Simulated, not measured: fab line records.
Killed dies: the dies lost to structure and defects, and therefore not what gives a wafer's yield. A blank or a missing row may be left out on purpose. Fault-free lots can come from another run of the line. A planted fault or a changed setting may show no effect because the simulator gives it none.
fab line records ; flow n5_finfet
record lots=6; wafers=18; last_day=17
route steps=1938 shown MOL_CONTACT_COAG@630 BEOL_M0_SAQP@632
lots untouched by any fault: they come from a run of this same line in which no faults occurred
start_h: start of the lot's first displayed wafer, in hours after the record's first day ; wait_h: hours from the lot's prior step to this one ; " unchanged from the row above ; L1.1+2: a row that stands for several wafers ; - no value present, or no start provided ; * or withheld: withheld ; < > ~ a bound
route shown NAME@n: NAME is a module with steps in the file, n the number in the route of the first one ; usual: the fault-free wafers' mean and standard deviation ; same: alike in all rows ; chamber/n: place in a boat ; sites: readings site by site ; _std_site: standard deviation of those values ; _edge_site: mean of outer sites minus mean of inner sites ; radius_mm: how far each site lies from the wafer's centre ; mask NAME#n: copy n ; behind: the tool/chamber that last shaped the wafer ; hold: the reason the lot was held/the length of the hold in hours/how it ended ; device: the transistor (n, p or np) that didn't switch ; end of line: tests run on the same wafers once the route is complete ; a step with no rows: only its recipe ; killed: dies that structure and defects cost at the first sort, which is not the same as the wafer's yield ; map: the dies of a wafer, with x for killed, . for not killed, _ for no die there
set.NAME: the run value of the setting; set.NAME@STEP: its run value at that earlier step ; model.NAME: the simulator's own value behind a step, which no gauge read
a table for each step, a row for each wafer; lots at some steps of the route
services: when a tool's chamber went out of use (start_h, in hours from the record's first day, below 0 if earlier), for how many hours, and the reason
## steps
# step N5_MOL_CONTACT_COAG_INSPECT_97
# recipe inspect_instrument=darkfield; mode=post_anneal
# usual raw_defect_count=47/19
lot.wafer;tool;chamber;start_h;wait_h;raw_defect_count
L182.1;defect_inspect-02;-;117.52;0.0;50
L182.3;defect_inspect-02;-;117.52;0.0;42
L182.5;defect_inspect-02;-;117.52;0.0;42
L186.2;defect_inspect-02;-;141.92;0.0;53
L186.4;defect_inspect-02;-;141.92;0.0;72
L186.5;defect_inspect-02;-;141.92;0.0;78
L199.2;defect_inspect-02;-;221.33;0.1;49
L199.3;defect_inspect-02;-;221.33;0.1;59
L199.6;defect_inspect-02;-;221.33;0.1;54
L200.1;defect_inspect-02;-;229.73;0.0;42
L200.5;defect_inspect-02;-;229.73;0.0;73
L200.6;defect_inspect-02;-;229.73;0.0;59
L201.2;defect_inspect-02;-;235.00;0.0;25
L201.5;defect_inspect-02;-;235.00;0.0;42
L201.6;defect_inspect-02;-;235.00;0.0;28
L203.2;defect_inspect-02;-;244.11;0.0;68
L203.3;defect_inspect-02;-;244.11;0.0;64
L203.6;defect_inspect-02;-;244.11;0.0;47
# step N5_BEOL_M0_SAQP_PECVD_00
# recipe material=SiCN; target_thk_a=80; temp_c=withheld; precursor=3MS/NH3; pressure_torr=3; rf_w=202; time_s=14
# step N5_BEOL_M0_SAQP_ILD_DEP_01
# recipe material=SiOC; target_thk_a=454.19; temp_c=350; precursor=DEMS/O2; pressure_torr=5; rf_w=500; time_s=8.7
# usual heater_power_w=534/82; showerhead_plenum_p_Torr=5.692/0.015; throttle_valve_pct=12.1/0.57
lot.wafer;tool;chamber;start_h;wait_h;heater_power_w;showerhead_plenum_p_Torr;throttle_valve_pct
L182.1;pecvd-01;2;117.89;0.0;481;5.684;11.5
L182.3;pecvd-01;1;117.89;0.0;621;5.692;13.1
L182.5;pecvd-01;2;117.89;0.0;482;5.655;11.5
L186.2;pecvd-01;0;142.26;0.0;604;5.692;12.7
L186.4;pecvd-01;0;142.26;0.0;626;5.695;12.6
L186.5;pecvd-01;1;142.26;0.0;571;5.683;12.7
L199.2;pecvd-03;1;221.67;0.0;396;5.709;12.5
L199.3;pecvd-03;0;221.67;0.0;407;5.718;11.6
L199.6;pecvd-03;0;221.67;0.0;425;5.710;12.0
L200.1;pecvd-01;1;230.10;0.0;609;5.700;12.7
L200.5;pecvd-01;0;230.10;0.0;597;5.690;12.5
L200.6;pecvd-01;2;230.10;0.0;491;5.669;11.5
L201.2;pecvd-04;1;235.34;0.0;639;5.703;11.5
L201.5;pecvd-04;2;235.34;0.0;575;5.705;11.3
L201.6;pecvd-04;0;235.34;0.0;415;5.696;12.6
L203.2;pecvd-01;0;244.45;0.0;555;5.693;12.8
L203.3;pecvd-01;2;244.45;0.0;426;5.675;11.4
L203.6;pecvd-01;1;244.45;0.0;609;5.697;12.7
# step N5_BEOL_M0_SAQP_HM_DEP_02
# recipe material=TiN; target_thk_a=120; temp_c=25; chamber_pressure_pa=0.49996
# step N5_BEOL_M0_SAQP_PECVD_03
# recipe material=SiCN; target_thk_a=120; temp_c=withheld; precursor=3MS/NH3; pressure_torr=3; rf_w=202; time_s=21.1
# usual showerhead_plenum_p_Torr=3.667/0.014; throttle_valve_pct=9.1/0.44
lot.wafer;tool;chamber;start_h;wait_h;showerhead_plenum_p_Torr;throttle_valve_pct
L182.1;pecvd-01;1;119.89;0.1;3.666;9.7
L182.3;pecvd-01;0;119.89;0.1;3.669;9.5
L182.5;pecvd-01;0;119.89;0.1;3.671;9.5
L186.2;pecvd-01;1;143.81;0.1;3.663;9.8
L186.4;pecvd-01;2;143.81;0.1;3.635;8.6
L186.5;pecvd-01;0;143.81;0.1;3.664;9.7
L199.2;pecvd-04;0;223.91;0.1;3.656;9.1
L199.3;pecvd-04;1;223.91;0.1;3.678;8.7
L199.6;pecvd-04;1;223.91;0.1;3.664;8.9
L200.1;pecvd-04;2;230.48;0.1;3.675;8.4
L200.5;pecvd-04;0;230.48;0.1;3.653;9.3
L200.6;pecvd-04;2;230.48;0.1;3.671;8.8
L201.2;pecvd-01;1;236.87;0.1;3.666;9.6
L201.5;pecvd-01;2;236.87;0.1;3.649;8.8
L201.6;pecvd-01;0;236.87;0.1;3.666;9.7
L203.2;pecvd-04;2;247.05;0.1;3.659;8.6
L203.3;pecvd-04;1;247.05;0.1;3.670;8.9
L203.6;pecvd-04;0;247.05;0.1;3.651;9.2
# step N5_BEOL_M0_SAQP_PECVD_96
# recipe material=a-Si; target_thk_a=450; temp_c=350; precursor=SiH4/He; pressure_torr=3; rf_w=100; time_s=45.2
# step N5_BEOL_M0_SAQP_PECVD_97
# recipe material=SiNx; target_thk_a=230; temp_c=350; precursor=SiH4/NH3/N2; pressure_torr=1.5; rf_w=300; time_s=19.9
# step N5_BEOL_M0_SAQP_PECVD_04
# recipe material=a-Si; target_thk_a=600; temp_c=350; precursor=SiH4/He; pressure_torr=3; rf_w=100; time_s=60.2
# usual heater_power_w=662/92; showerhead_plenum_p_Torr=5.67/0.049; throttle_valve_pct=18.2/0.84
lot.wafer;tool;chamber;start_h;wait_h;heater_power_w;showerhead_plenum_p_Torr;throttle_valve_pct
L182.1;pecvd-01;1;120.01;0.0;744;5.66;19.2
L182.3;pecvd-01;0;120.01;0.0;664;5.66;19.4
L182.5;pecvd-01;0;120.01;0.0;696;5.67;19.2
L186.2;pecvd-01;1;143.92;0.0;768;5.67;19.2
L186.4;pecvd-01;2;143.92;0.0;635;5.58;17.5
L186.5;pecvd-01;0;143.92;0.0;715;5.68;19.2
L199.2;pecvd-04;0;224.02;0.0;518;5.65;18.7
L199.3;pecvd-04;1;224.02;0.0;832;5.70;17.6
L199.6;pecvd-04;1;224.02;0.0;837;5.71;17.5
L200.1;pecvd-04;2;230.65;0.0;670;5.70;17.1
L200.5;pecvd-04;0;230.65;0.0;565;5.65;18.7
L200.6;pecvd-04;2;230.65;0.0;685;5.70;16.9
L201.2;pecvd-01;1;236.99;0.0;790;5.65;19.4
L201.5;pecvd-01;2;236.99;0.0;610;5.59;17.4
L201.6;pecvd-01;0;236.99;0.0;762;5.66;18.9
L203.2;pecvd-04;2;247.16;0.0;764;5.70;17.2
L203.3;pecvd-04;1;247.16;0.0;811;5.71;17.6
L203.6;pecvd-04;0;247.16;0.0;617;5.66;18.9
# step N5_BEOL_M0_SAQP_THK_MEAS_05
# usual thk_nm=59.8/0.84
lot.wafer;tool;chamber;start_h;wait_h;thk_nm
L182.1;film_metro-01;-;120.11;0.1;60.5
L182.3;film_metro-01;-;120.11;0.1;60.3
L182.5;film_metro-01;-;120.11;0.1;61.6
L186.2;film_metro-02;-;144.02;0.1;60.1
L186.4;film_metro-02;-;144.02;0.1;61.5
L186.5;film_metro-02;-;144.02;0.1;60.9
L199.2;film_metro-02;-;224.12;0.1;59.4
L199.3;film_metro-02;-;224.12;0.1;59.9
L199.6;film_metro-02;-;224.12;0.1;59.8
L200.1;film_metro-02;-;230.78;0.1;59.9
L200.5;film_metro-02;-;230.78;0.1;60.2
L200.6;film_metro-02;-;230.78;0.1;60.3
L201.2;film_metro-01;-;237.09;0.1;59.7
L201.5;film_metro-01;-;237.09;0.1;61.7
L201.6;film_metro-01;-;237.09;0.1;60.3
L203.2;film_metro-01;-;247.26;0.1;58.5
L203.3;film_metro-01;-;247.26;0.1;59.6
L203.6;film_metro-01;-;247.26;0.1;59.8
# step N5_BEOL_M0_SAQP_HM_DEP_111
# recipe material=SiO2; target_thk_a=120; temp_c=400; precursor=SiH4/N2O; pressure_torr=0.75; rf_w=275; time_s=7.2
# usual heater_power_w=826/110; showerhead_plenum_p_Torr=8.15/0.13
lot.wafer;tool;chamber;start_h;wait_h;heater_power_w;showerhead_plenum_p_Torr
L182.1;pecvd-03;1;120.14;0.0;657;8.34
L182.3;pecvd-03;0;120.14;0.0;686;8.39
L182.5;pecvd-03;2;120.14;0.0;853;8.07
L186.2;pecvd-03;0;144.06;0.0;725;8.39
L186.4;pecvd-03;0;144.06;0.0;725;8.38
L186.5;pecvd-03;2;144.06;0.0;890;8.09
L199.2;pecvd-01;1;224.15;0.0;918;8.11
L199.3;pecvd-01;2;224.15;0.0;704;7.94
L199.6;pecvd-01;0;224.15;0.0;926;8.16
L200.1;pecvd-01;1;230.81;0.0;866;8.13
L200.5;pecvd-01;1;230.81;0.0;848;8.13
L200.6;pecvd-01;2;230.81;0.0;755;7.94
L201.2;pecvd-01;2;237.12;0.0;669;7.95
L201.5;pecvd-01;0;237.12;0.0;911;8.14
L201.6;pecvd-01;2;237.12;0.0;685;7.92
L203.2;pecvd-03;0;247.30;0.0;615;8.37
L203.3;pecvd-03;1;247.30;0.0;708;8.34
L203.6;pecvd-03;0;247.30;0.0;622;8.39
# step N5_BEOL_M0_SAQP_COAT_81
# recipe resist=SOC; temp_c=250; time_s=60; spin_rpm=1500; resist_thk_nm=100
# step N5_BEOL_M0_SAQP_COAT_82
# recipe resist=SiARC; temp_c=220; time_s=60; spin_rpm=1500; resist_thk_nm=30
# usual dispense_pressure_kPa=52/4.8; spin_speed_rpm=1500.0/0.96
lot.wafer;tool;chamber;start_h;wait_h;dispense_pressure_kPa;spin_speed_rpm;model.SiARC_of_BEOL_M0_SAQP_COAT_82.thk_nm
L182.1;litho_track-02;0;120.22;-;51;1500.6;30
L182.3;litho_track-02;0;120.22;-;51;1499.9;30
L182.5;litho_track-02;0;120.22;-;51;1500.0;30
L186.2;litho_track-05;0;144.13;-;56;1498.8;29.8
L186.4;litho_track-05;0;144.13;-;56;1500.1;30
L186.5;litho_track-05;0;144.13;-;56;1498.6;30
L199.2;litho_track-05;0;224.23;-;56;1594.8;29.2
L199.3;litho_track-05;0;224.23;-;56;1591.6;29.2
L199.6;litho_track-05;0;224.23;-;56;1590.1;29.2
L200.1;litho_track-04;0;230.89;-;44;1499.1;30
L200.5;litho_track-04;0;230.89;-;44;1500.1;30
L200.6;litho_track-04;0;230.89;-;44;1499.7;30
L201.2;litho_track-05;0;237.20;-;56;1592.5;29.2
L201.5;litho_track-05;0;237.20;-;56;1590.5;29
L201.6;litho_track-05;0;237.20;-;56;1590.4;29.2
L203.2;litho_track-04;0;247.37;-;44;1500.8;30
L203.3;litho_track-04;0;247.37;-;44;1501.2;30
L203.6;litho_track-04;0;247.37;-;44;1499.6;30
# step N5_BEOL_M0_SAQP_COAT_08
# recipe resist=CAR-ArF; spin_rpm=1500; resist_thk_nm=90
# step N5_BEOL_M0_SAQP_EBR_10
# recipe solvent=PGMEA; ebr_width_mm=1.5
# step N5_BEOL_M0_SAQP_SOFTBAKE_09
# recipe temp_c=110; time_s=60; resist=CAR-ArF
# step N5_BEOL_M0_SAQP_EXPOSE_11
# recipe mask_id=M0_CORE; na=1.35; source_shape=dipole; sigma_inner=0.538; sigma_outer=0.738; polarization=te; target_cd_nm=42; dose_mj=55
# step N5_BEOL_M0_SAQP_PEB_12
# recipe peb_temp_c=withheld; peb_time_s=60; resist=CAR-ArF
# step N5_BEOL_M0_SAQP_DEVELOP_13
# recipe develop_time_s=30; developer=TMAH; resist=CAR-ArF; dev_temp_c=23; rinse_liquid=diw; dry=air_spin
# step N5_BEOL_M0_SAQP_CD_MEAS_14
# recipe target_cd_nm=42.5; landing_energy_ev=500; detector=se_inlens
# usual cd_nm=42.45/0.29
lot.wafer;tool;chamber;start_h;wait_h;cd_nm
L182.1;cd_sem-02;0;120.59;-;42.82
L182.3;cd_sem-02;0;120.59;-;42.99
L182.5;cd_sem-02;0;120.59;-;42.29
L186.2;cd_sem-02;0;144.38;-;42.62
L186.4;cd_sem-02;0;144.38;-;42.32
L186.5;cd_sem-02;0;144.38;-;42.04
L199.2;cd_sem-02;0;224.48;-;42.60
L199.3;cd_sem-02;0;224.48;-;42.91
L199.6;cd_sem-02;0;224.48;-;42.55
L200.1;cd_sem-02;0;231.26;-;42.49
L200.5;cd_sem-02;0;231.26;-;42.51
L200.6;cd_sem-02;0;231.26;-;42.56
L201.2;cd_sem-03;0;237.48;-;42.47
L201.5;cd_sem-03;0;237.48;-;42.77
L201.6;cd_sem-03;0;237.48;-;42.64
L203.2;cd_sem-02;0;247.74;-;42.54
L203.3;cd_sem-02;0;247.74;-;42.96
L203.6;cd_sem-02;0;247.74;-;42.47
# step N5_BEOL_M0_SAQP_OVL_MEAS_15
# recipe points_per_wafer=44
# usual M0_CORE_OVL=-0.1/0.73
lot.wafer;tool;chamber;start_h;wait_h;M0_CORE_OVL[nm]
L182.1;overlay-02;0;120.62;0.0;-0.2
L182.3;overlay-02;0;120.62;0.0;-1.3
L182.5;overlay-02;0;120.62;0.0;-1.0
L186.2;overlay-02;0;144.41;0.0;-0.5
L186.4;overlay-02;0;144.41;0.0;-0.6
L186.5;overlay-02;0;144.41;0.0;-0.2
L199.2;overlay-01;0;224.51;0.0;-0.9
L199.3;overlay-01;0;224.51;0.0;-0.7
L199.6;overlay-01;0;224.51;0.0;-0.5
L200.1;overlay-01;0;231.29;0.0;-0.7
L200.5;overlay-01;0;231.29;0.0;-1.0
L200.6;overlay-01;0;231.29;0.0;-0.2
L201.2;overlay-01;0;237.51;0.0;-0.7
L201.5;overlay-01;0;237.51;0.0;-0.2
L201.6;overlay-01;0;237.51;0.0;-1.1
L203.2;overlay-01;0;247.77;0.0;0.6
L203.3;overlay-01;0;247.77;0.0;0.5
L203.6;overlay-01;0;247.77;0.0;1.3
# step N5_BEOL_M0_SAQP_INSPECT_16
# recipe mode=adi; inspect_instrument=brightfield
# usual raw_defect_count=496/120
lot.wafer;tool;chamber;start_h;wait_h;raw_defect_count
L182.1;defect_inspect-01;-;120.64;0.0;583
L182.3;defect_inspect-01;-;120.64;0.0;652
L182.5;defect_inspect-01;-;120.64;0.0;455
L186.2;defect_inspect-02;-;144.43;0.0;386
L186.4;defect_inspect-02;-;144.43;0.0;586
L186.5;defect_inspect-02;-;144.43;0.0;468
L199.2;defect_inspect-02;-;224.53;0.0;582
L199.3;defect_inspect-02;-;224.53;0.0;513
L199.6;defect_inspect-02;-;224.53;0.0;658
L200.1;defect_inspect-02;-;231.31;0.0;400
L200.5;defect_inspect-02;-;231.31;0.0;547
L200.6;defect_inspect-02;-;231.31;0.0;546
L201.2;defect_inspect-02;-;237.54;0.0;219
L201.5;defect_inspect-02;-;237.54;0.0;312
L201.6;defect_inspect-02;-;237.54;0.0;390
L203.2;defect_inspect-01;-;247.80;0.0;618
L203.3;defect_inspect-01;-;247.80;0.0;445
L203.6;defect_inspect-01;-;247.80;0.0;542
# step N5_BEOL_M0_SAQP_DESCUM_19
# recipe chemistry=O2; time_s=7.9; source_power_w=50; bias_power_w=20; pressure_mtorr=20; rf_frequency_hz=2.712e+07; temp_c=40; resist=CAR-ArF; o2_flow_sccm=225
# usual drypump_motor_current_A=5.7/0.63; oes_product_au=0.79/0.094; rf_vpp_V=243.2/1.6; showerhead_plenum_p_Torr=2.10/0.085; temp_c=40.01/0.1; throttle_valve_pct=20.39/0.21
lot.wafer;tool;chamber;start_h;wait_h;drypump_motor_current_A;oes_product_au;rf_hours_counter_h;rf_vpp_V;showerhead_plenum_p_Torr;temp_c;throttle_valve_pct
L182.1;rie_diel-05;2;120.68;0.0;6.2;0.73;155;241.2;2.02;39.89;20.58
L182.3;rie_diel-05;0;120.68;0.0;4.7;0.91;20;242.2;2.04;40.11;20.11
L182.5;rie_diel-05;2;120.68;0.0;6.2;0.73;-;240.5;2.02;40.07;20.59
L186.2;rie_diel-01;0;144.46;0.0;6.0;0.69;240;243.1;2.16;40.04;20.63
L186.4;rie_diel-01;2;144.46;0.0;6.3;0.75;171;245.3;2.16;39.89;20.66
L186.5;rie_diel-01;2;144.46;0.0;6.4;0.75;-;243.0;2.16;39.91;20.66
L199.2;rie_diel-03;0;224.72;0.2;5.4;0.70;240;244.8;2.16;40.14;20.45
L199.3;rie_diel-03;1;224.72;0.2;5.5;0.73;186;242.5;2.17;40.10;20.31
L199.6;rie_diel-03;0;224.72;0.2;5.4;0.70;-;243.8;2.16;40.03;20.43
L200.1;rie_diel-05;3;231.35;0.0;6.8;0.76;162;241.5;1.99;40.07;20.43
L200.5;rie_diel-05;0;231.35;0.0;4.7;0.86;-;243.7;2.03;40.07;20.17
L200.6;rie_diel-05;1;231.35;0.0;6.0;0.95;-;241.6;2.06;39.92;20.39
L201.2;rie_diel-03;2;237.84;0.3;5.1;0.73;168;244.3;2.18;40.15;20.36
L201.5;rie_diel-03;1;237.84;0.3;5.4;0.72;-;243.2;2.17;40.00;20.35
L201.6;rie_diel-03;0;237.84;0.3;5.4;0.69;-;242.0;2.16;40.15;20.44
L203.2;rie_diel-01;1;247.86;0.1;5.8;0.88;55;245.9;2.22;40.17;20.25
L203.3;rie_diel-01;3;247.86;0.1;4.9;0.93;17;244.1;2.13;40.03;20.01
L203.6;rie_diel-01;0;247.86;0.1;6.0;0.98;-;243.6;2.15;39.98;20.33
# step N5_BEOL_M0_SAQP_ETCH_83
# recipe chemistry=CF4; target=SiARC; target_depth_a=390; mask_material=CAR-ArF; time_s=65; ion_energy_ev=80; pressure_mtorr=40; source_w=545; bias_w=36; Ar_flow_sccm=100; cf4_flow_sccm=100; ends=cleared
# usual drypump_motor_current_A=5.7/0.63; etch_rf_on_time_s=64.5/1.2; oes_product_au=0.67/0.08; rf_vpp_V=184.2/1.3; showerhead_plenum_p_Torr=2.15/0.08; throttle_valve_pct=15.59/0.21
lot.wafer;tool;chamber;start_h;wait_h;drypump_motor_current_A;etch_rf_on_time_s;oes_product_au;rf_hours_counter_h;rf_vpp_V;showerhead_plenum_p_Torr;throttle_valve_pct;model.etch.depth_nm;model.CAR-ArF_of_BEOL_M0_SAQP_COAT_08.thk_nm
L182.1;rie_diel-05;2;120.71;0.0;6.2;65.3;0.62;155;184.9;2.05;15.70;29.98;55.6
L182.3;rie_diel-05;0;120.71;0.0;4.7;62.8;0.78;20;183.7;2.10;15.35;29.97;55.6
L182.5;rie_diel-05;2;120.71;0.0;6.2;66.1;0.62;-;184.0;2.05;15.69;30.09;55.2
L186.2;rie_diel-01;0;144.50;0.0;6.0;64.6;0.60;240;183.9;2.19;15.83;29.88;55.6
L186.4;rie_diel-01;2;144.50;0.0;6.3;64.4;0.64;171;185.1;2.22;15.89;29.97;55.8
L186.5;rie_diel-01;2;144.50;0.0;6.4;64.3;0.65;-;185.5;2.22;15.89;29.97;55.4
L199.2;rie_diel-03;0;224.75;0.0;5.4;64.6;0.58;240;183.3;2.20;15.64;29.18;56.4
L199.3;rie_diel-03;1;224.75;0.0;5.5;63.4;0.62;186;185.7;2.21;15.52;29.24;57
L199.6;rie_diel-03;0;224.75;0.0;5.4;64.5;0.59;-;184.2;2.20;15.62;29.15;56.8
L200.1;rie_diel-05;3;231.38;0.0;6.8;64.4;0.65;162;182.5;2.06;15.70;30.02;55.8
L200.5;rie_diel-05;0;231.38;0.0;4.7;64.0;0.73;-;183.2;2.09;15.42;30.04;55.6
L200.6;rie_diel-05;1;231.38;0.0;6.0;64.8;0.80;-;185.7;2.10;15.43;30.03;55.8
L201.2;rie_diel-03;2;237.88;0.0;5.2;63.0;0.63;168;184.9;2.21;15.54;29.11;56.6
L201.5;rie_diel-03;1;237.88;0.0;5.5;61.6;0.63;-;188.4;2.21;15.53;29.09;56.6
L201.6;rie_diel-03;0;237.88;0.0;5.4;63.0;0.60;-;185.1;2.20;15.64;29.22;56.2
L203.2;rie_diel-01;1;247.89;0.0;5.8;63.4;0.75;55;186.4;2.26;15.39;30.07;55.6
L203.3;rie_diel-01;3;247.89;0.0;4.9;62.6;0.79;17;185.0;2.19;15.24;30.02;55.8
L203.6;rie_diel-01;0;247.89;0.0;6.0;62.2;0.84;-;184.3;2.19;15.39;30;55.6
# step N5_BEOL_M0_SAQP_ETCH_84
# recipe chemistry=N2/H2; target=SOC; target_depth_a=1000; overetch_a=200; mask_material=SiARC; temp_c=40; time_s=150; ion_energy_ev=200; pressure_mtorr=30; source_w=840; bias_w=150; n2_flow_sccm=200; h2_flow_sccm=200
# step N5_BEOL_M0_SAQP_STRIP_80
# recipe chemistry=N2/H2; temp_c=40; n2_flow_sccm=200; h2_flow_sccm=200; rf_frequency_hz=6e+07
# step N5_BEOL_M0_SAQP_HM_OPEN_112
# recipe chemistry=CHF3/O2; target=SiO2; stop_on=a-Si; target_depth_a=120; over_etch_frac=1.25; mask_material=SOC; time_s=13.5; pressure_mtorr=30; source_w=650; bias_w=170; Ar_flow_sccm=200; CHF3_flow_sccm=50; O2_flow_sccm=5; ion_energy_ev=200; ends=end_point
# usual drypump_motor_current_A=5.7/0.63; oes_product_au=0.51/0.057; rf_vpp_V=523/4.8; showerhead_plenum_p_Torr=2.42/0.092; throttle_valve_pct=18.81/0.19
lot.wafer;tool;chamber;start_h;wait_h;drypump_motor_current_A;oes_product_au;rf_hours_counter_h;rf_vpp_V;showerhead_plenum_p_Torr;throttle_valve_pct;model.SiARC_of_BEOL_M0_SAQP_COAT_82.thk_nm
L182.1;rie_diel-05;2;120.87;0.0;6.2;0.48;155;519;2.31;18.91;5.6
L182.3;rie_diel-05;0;120.87;0.0;4.7;0.59;20;519;2.37;18.61;4.4
L182.5;rie_diel-05;2;120.87;0.0;6.2;0.48;-;517;2.31;18.93;5.4
L186.2;rie_diel-01;0;144.66;0.0;6.0;0.45;240;524;2.47;19.01;5
L186.4;rie_diel-01;2;144.66;0.0;6.3;0.49;171;523;2.50;19.14;5
L186.5;rie_diel-01;2;144.66;0.0;6.4;0.49;-;522;2.50;19.14;5.2
L199.2;rie_diel-03;0;224.91;0.0;5.4;0.46;240;527;2.47;18.76;4.4
L199.3;rie_diel-03;1;224.91;0.0;5.5;0.48;186;528;2.50;18.75;4
L199.6;rie_diel-03;0;224.91;0.0;5.4;0.46;-;527;2.47;18.79;4.4
L200.1;rie_diel-05;3;231.54;0.0;6.8;0.50;162;515;2.32;18.92;5
L200.5;rie_diel-05;0;231.54;0.0;4.7;0.55;-;519;2.35;18.67;4.8
L200.6;rie_diel-05;1;231.54;0.0;6.0;0.61;-;530;2.36;18.72;4.4
L201.2;rie_diel-03;2;238.03;0.0;5.1;0.49;168;521;2.49;18.76;4.6
L201.5;rie_diel-03;1;238.03;0.0;5.4;0.48;-;528;2.49;18.75;4
L201.6;rie_diel-03;0;238.03;0.0;5.4;0.46;-;528;2.47;18.76;4.6
L203.2;rie_diel-01;1;248.05;0.0;5.8;0.57;55;526;2.55;18.66;4.6
L203.3;rie_diel-01;3;248.05;0.0;4.9;0.59;17;521;2.47;18.50;4.4
L203.6;rie_diel-01;0;248.05;0.0;6.0;0.63;-;525;2.46;18.66;4.4
# step N5_BEOL_M0_SAQP_STRIP_113
# recipe chemistry=CHF3/O2; resist=SiARC; rf_frequency_hz=6e+07
## services
tool;chamber;start_h;hours;kind
rie_diel-03;1;95.95;26.3;repair
rie_diel-05;2;110.34;6.6;repair
rie_diel-05;-;125.78;2.8;pm
rie_diel-01;3;132.83;3.4;repair
pecvd-04;-;133.61;0.5;repair
rie_diel-03;-;137.82;2.8;pm
pecvd-01;0;150.83;2.1;scheduled_down
rie_diel-01;0;171.33;5.5;repair
rie_diel-01;3;177.07;-;clean
rie_diel-01;3;177.07;-;consumable_replace:focus_ring
rie_diel-01;3;177.07;20.5;scheduled_down
rie_diel-01;3;177.07;20.5;vent_cycle
rie_diel-05;1;180.70;-;clean
rie_diel-05;1;180.70;-;consumable_replace:focus_ring
rie_diel-05;1;180.70;22.6;scheduled_down
rie_diel-05;1;180.70;22.6;vent_cycle
pecvd-03;-;182.57;0.5;repair
rie_diel-01;0;197.61;-;clean
rie_diel-01;0;197.61;-;consumable_replace:focus_ring
rie_diel-01;0;197.61;26.5;scheduled_down
pecvd-04;-;197.88;0.6;repair
rie_diel-01;-;202.49;2.8;pm
pecvd-04;1;226.33;5.5;scheduled_down
rie_diel-01;2;247.19;13.3;repair
## key
first_sign step=N5_BEOL_M0_SAQP_COAT_82; reading=spin_speed_rpm; direction=up; sigmas=96; usual=*; struck=*
effect none on later readings
model_effect step=N5_BEOL_M0_SAQP_COAT_82; value=SiARC_of_BEOL_M0_SAQP_COAT_82.thk_nm; without=30.03; struck=29.17
model_effect step=N5_BEOL_M0_SAQP_ETCH_83; value=etch.depth_nm; without=30.03; struck=29.17
model_effect step=N5_BEOL_M0_SAQP_HM_OPEN_112; value=SiARC_of_BEOL_M0_SAQP_COAT_82.thk_nm; without=5.133; struck=4.333
met_at N5_BEOL_M0_SAQP_COAT_82
struck_wafers L199.2,L199.3,L199.6,L201.2,L201.5,L201.6
rows_end L199.2,L199.3,L199.6
onset_between 144.13 224.23
earlier_fault kind=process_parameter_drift; tool=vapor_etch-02; chamber=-; onset_h=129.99; steps=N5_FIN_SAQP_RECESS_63; channel=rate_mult; offset=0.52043; shape=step
fault kind=process_parameter_drift; tool=litho_track-05; chamber=-; onset_h=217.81; steps=N5_BEOL_M0_SAQP_COAT_82; channel=spin_rpm; offset=*; shape=step; acts_in=*; stated=*
# rows_end: these wafers met a further fault down the route, and their rows from its step on are left out
